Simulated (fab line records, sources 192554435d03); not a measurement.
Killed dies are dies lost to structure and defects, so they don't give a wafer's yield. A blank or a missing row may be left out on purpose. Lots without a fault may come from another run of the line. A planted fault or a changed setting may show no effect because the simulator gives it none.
Which tool did it? | flow n5_finfet | 10 lots, 25 wafers sampled, at 6 steps of a route of 1938

WHAT THE GAUGES READ, wafer by wafer
N5_BEOL_M0_SAQP_OVL_MEAS_15.
lot  | measured     | on         | M0_CORE_OVL (nm)
L154 | day 6 03:39  | overlay-01 | -0.8 0.4 0.8
L157 | day 7 02:31  | overlay-01 | -0.3 -0.1
L159 | day 7 10:02  | overlay-01 | 0.4 1.7
L162 | day 8 03:59  | overlay-02 | -0.1 -0.1
L164 | day 8 18:59  | overlay-01 | 0.7 1.3
L166 | day 9 07:53  | overlay-02 | 0.7 -0.3 0.9
L167 | day 9 13:38  | overlay-02 | -0.9 0.4 -1.5
L168 | day 9 16:52  | overlay-01 | -0.3 1.0 0.0
L170 | day 10 02:26 | overlay-02 | -0.7 -0.5 -0.3
L174 | day 11 06:50 | overlay-02 | 0.0 -0.7

N5_BEOL_M0_SAQP_CD_MEAS_25: target cd 13.1 nm.
lot  | measured     | on        | cd_nm (nm)
L154 | day 6 05:16  | cd_sem-01 | 12.93 12.48 12.75
L157 | day 7 04:56  | cd_sem-01 | 12.50 12.92
L159 | day 7 11:44  | cd_sem-03 | 13.00 12.59
L162 | day 8 05:37  | cd_sem-02 | 13.07 12.74
L164 | day 8 20:36  | cd_sem-03 | 12.77 12.97
L166 | day 9 09:40  | cd_sem-03 | 12.66 13.12 12.99
L167 | day 9 15:56  | cd_sem-01 | 12.87 12.69 13.01
L168 | day 9 18:29  | cd_sem-01 | 18.88 18.84 18.95
L170 | day 10 04:19 | cd_sem-03 | 18.93 18.38 18.77
L174 | day 11 08:28 | cd_sem-03 | 12.59 12.76

N5_BEOL_M4_RC_MEAS_101.
lot  | measured     | on        | DIBL_N (mV/V)  | DIBL_P (mV/V)  | IOFF_N (nA/um)    | IOFF_P (nA/um) | ION_N (uA/um) | ION_P (uA/um) | SS_N (mV/dec)  | SS_P (mV/dec)  | VT_N (mV)   | VT_P (mV)
L154 | day 8 10:41  | prober-01 | 34.4 37.0 36.8 | 31.2 34.5 34.3 | 0.096 0.137 0.137 | 0.13 0.18 0.18 | 655 672 669   | 449 458 458   | 70.5 71.1 71.2 | 72.3 73.2 73.1 | 261 253 251 | -260 -254 -255
L157 | day 10 03:01 | prober-02 | 36.8 37.5      | 38.6 38.5      | 0.155 0.170       | 0.19 0.20      | 678 676       | 459 463       | 71.0 70.9      | 73.4 73.9      | 252 251     | -252 -254
L159 | day 9 23:46  | prober-02 | 34.6 36.3      | 34.5 36.1      | 0.115 0.146       | 0.15 0.18      | 652 669       | 449 463       | 71.6 71.1      | 72.3 72.7      | 256 252     | -255 -253
L162 | day 11 00:23 | prober-02 | 36.5 35.9      | 35.2 34.6      | 0.167 0.151       | 0.21 0.20      | 681 670       | 466 462       | 72.1 70.9      | 72.9 73.4      | 251 250     | -246 -248
L164 | day 11 04:14 | prober-02 | 34.0 33.8      | 33.2 33.3      | 0.117 0.122       | 0.17 0.18      | 659 655       | 461 455       | 71.1 70.5      | 73.0 72.8      | 251 252     | -252 -252
L166 | day 11 21:38 | prober-02 | 35.2 38.9 35.4 | 36.2 40.1 35.7 | 0.142 0.205 0.134 | 0.20 0.27 0.20 | 675 687 658   | 461 475 456   | 71.5 72.3 71.5 | 73.4 74.0 72.7 | 250 245 250 | -252 -247 -251
L167 | day 11 23:43 | prober-01 | 37.7 36.0 36.5 | 38.6 35.8 38.0 | 0.218 0.172 0.196 | 0.29 0.23 0.28 | 700 676 706   | 484 465 489   | 72.0 71.6 72.4 | 74.3 72.8 73.7 | 244 245 245 | -243 -248 -243
L174 | day 14 09:00 | prober-02 | 35.6 35.0      | 35.7 34.9      | 0.151 0.137       | 0.21 0.19      | 666 675       | 465 472       | 71.9 71.3      | 73.4 72.8      | 251 256     | -251 -253

WHICH TOOL RAN EACH LOT (tool, then ch and the chambers of the sampled wafers, then the start)
lot  | N5_BEOL_M0_SAQP_RECESS_114         | N5_BEOL_M0_SAQP_SPACER1_ALD_98   | N5_BEOL_M0_SAQP_ETCH_101
L154 | vapor_etch-01 ch 0,1, day 6 04:13  | ald_sin-01 ch 1,2, day 6 04:36   | rie_diel-05 ch 0,1, day 6 05:19
L157 | vapor_etch-02 ch 0,1, day 7 03:45  | ald_sin-01 ch 2,3, day 7 04:29   | rie_diel-06 ch 2,3, day 7 05:14
L159 | vapor_etch-02 ch 0,1, day 7 10:37  | ald_sin-02 ch 0,3, day 7 11:00   | rie_diel-06 ch 3, day 7 11:53
L162 | vapor_etch-01 ch 1, day 8 04:40    | ald_sin-04 ch 1,2, day 8 04:56   | rie_diel-06 ch 3, day 8 05:39
L164 | vapor_etch-02 ch 1, day 8 19:32    | ald_sin-04 ch 1,3, day 8 19:56   | rie_diel-06 ch 2,3, day 8 20:43
L166 | vapor_etch-02 ch 0,1, day 9 08:27  | ald_sin-04 ch 0,2,3, day 9 08:50 | rie_diel-06 ch 0,2,3, day 9 09:47
L167 | vapor_etch-02 ch 0,1, day 9 14:28  | ald_sin-04 ch 0,1,3, day 9 14:52 | rie_diel-05 ch 1,2,3, day 9 16:11
L168 | vapor_etch-01 ch 0,1, day 9 17:26  | ald_sin-04 ch 0,1, day 9 17:49   | rie_diel-01 ch 1,2,3, day 9 18:31
L170 | vapor_etch-02 ch 0,1, day 10 03:14 | ald_sin-04 ch 0,3, day 10 03:39  | rie_diel-01 ch 0,2,3, day 10 04:22
L174 | vapor_etch-01 ch 0, day 11 07:25   | ald_sin-01 ch 1,2, day 11 07:47  | rie_diel-05 ch 0,3, day 11 08:30
- N5_BEOL_M0_SAQP_RECESS_114: chemistry HF/NH3, target SiO2, target depth 14.4 nm, afs cycles 3, sublimation time 60 s.
- N5_BEOL_M0_SAQP_SPACER1_ALD_98: deposits SiO2, target thk 12.8 nm, pulse time 1 s, purge time 2 s.
- N5_BEOL_M0_SAQP_ETCH_101: etches SiNx in CH3F/O2, target depth 29.9 nm, time 42.7 s.

WHAT THE TOOLS THEMSELVES READ (means of the sampled wafers that have a number; where no wafer has one, the mark that the record gives instead)
N5_BEOL_M0_SAQP_RECESS_114.
lot  | tool          | drypump_motor_current_A (A)
L154 | vapor_etch-01 | 5.9
L157 | vapor_etch-02 | 5.5
L159 | vapor_etch-02 | 5.6
L162 | vapor_etch-01 | 6.5
L164 | vapor_etch-02 | 6.3
L166 | vapor_etch-02 | 5.9
L167 | vapor_etch-02 | 5.3
L168 | vapor_etch-01 | 5.5
L170 | vapor_etch-02 | 5.3
L174 | vapor_etch-01 | 5.0

N5_BEOL_M0_SAQP_SPACER1_ALD_98.
lot  | tool       | heater_power_w (W) | precursor_pulse_height_rel
L154 | ald_sin-01 | 538                | 0.986
L157 | ald_sin-01 | 535                | 1.002
L159 | ald_sin-02 | 425                | 1.002
L162 | ald_sin-04 | 478                | 0.998
L164 | ald_sin-04 | 428                | 0.994
L166 | ald_sin-04 | 481                | 0.991
L167 | ald_sin-04 | 459                | 1.012
L168 | ald_sin-04 | 488                | 1.010
L170 | ald_sin-04 | 458                | 0.999
L174 | ald_sin-01 | 558                | 0.975

N5_BEOL_M0_SAQP_ETCH_101.
lot  | tool        | drypump_motor_current_A (A) | mfc_ar_sccm (sccm) | oes_product_au (a.u.) | rf_vpp_V (V) | showerhead_plenum_p_Torr (Torr) | throttle_valve_pct (%)
L154 | rie_diel-05 | 5.51                        | 150.3              | 0.82                  | 303          | 2.04                            | 16.10
L157 | rie_diel-06 | 5.42                        | 149.8              | 0.78                  | 292          | 1.97                            | 16.39
L159 | rie_diel-06 | 5.33                        | 150.4              | 0.85                  | 292          | 1.95                            | 16.28
L162 | rie_diel-06 | 5.29                        | 149.9              | 0.84                  | 292          | 1.94                            | 16.29
L164 | rie_diel-06 | 5.45                        | 149.9              | 0.77                  | 292          | 1.96                            | 16.41
L166 | rie_diel-06 | 5.56                        | 149.7              | 0.75                  | 292          | 2.00                            | 16.44
L167 | rie_diel-05 | 5.46                        | 149.9              | 0.78                  | 301          | 2.00                            | 16.33
L168 | rie_diel-01 | 5.65                        | 150.0              | 0.70                  | 300          | 2.03                            | 16.43
L170 | rie_diel-01 | 5.70                        | 149.9              | 0.75                  | 297          | 2.02                            | 16.27
L174 | rie_diel-05 | 5.80                        | 150.4              | 0.71                  | 298          | 2.03                            | 16.51

THE ANSWER, worked out from the rows above alone
Rule: what is usual is taken from the lots themselves. Put in order of their means at a reading, lots are off if they are a third of the lots or fewer, leave a main group of 4 or more, and stand apart from it by a gap of 3 or more times the standard deviation of the main group's means; of several such gaps the widest counts. A main group whose means are all the same, to the digits that the tables above print for the reading, isn't used. A lot without any number at a reading at which 4 lots or more have one is off too. The other lots that the step has rows for count as sound. The gauges are gone through in route order, then the tools' own readings, and for those a lot's mean is taken as printed above. The first step at which some lot is off is used, and at that step the reading that is off furthest; a lot without a number counts as furthest.
Off: L168, L170, at N5_BEOL_M0_SAQP_CD_MEAS_25 (cd_nm). The main group: mean 12.81 nm, standard deviation 0.09.
A tool fits if, at a process step before that reading, it ran every lot that is off, and no sound lot after the first of them. The gauges at N5_BEOL_M0_SAQP_CD_MEAS_25 are tried like those tools. One fits: ald_sin-04 at N5_BEOL_M0_SAQP_SPACER1_ALD_98. Its last sound lot is L167 (day 9 14:52), its first lot that is off L168 (day 9 17:49): a fault that began between those two fits.

WHAT THE SIMULATOR HAD PUT IN
Process parameter drift: ald_sin-04, from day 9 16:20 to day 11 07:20, at N5_BEOL_M0_SAQP_SPACER1_ALD_98. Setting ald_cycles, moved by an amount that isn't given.
Lots struck among those shown: L168, L170. The rule above found the same.
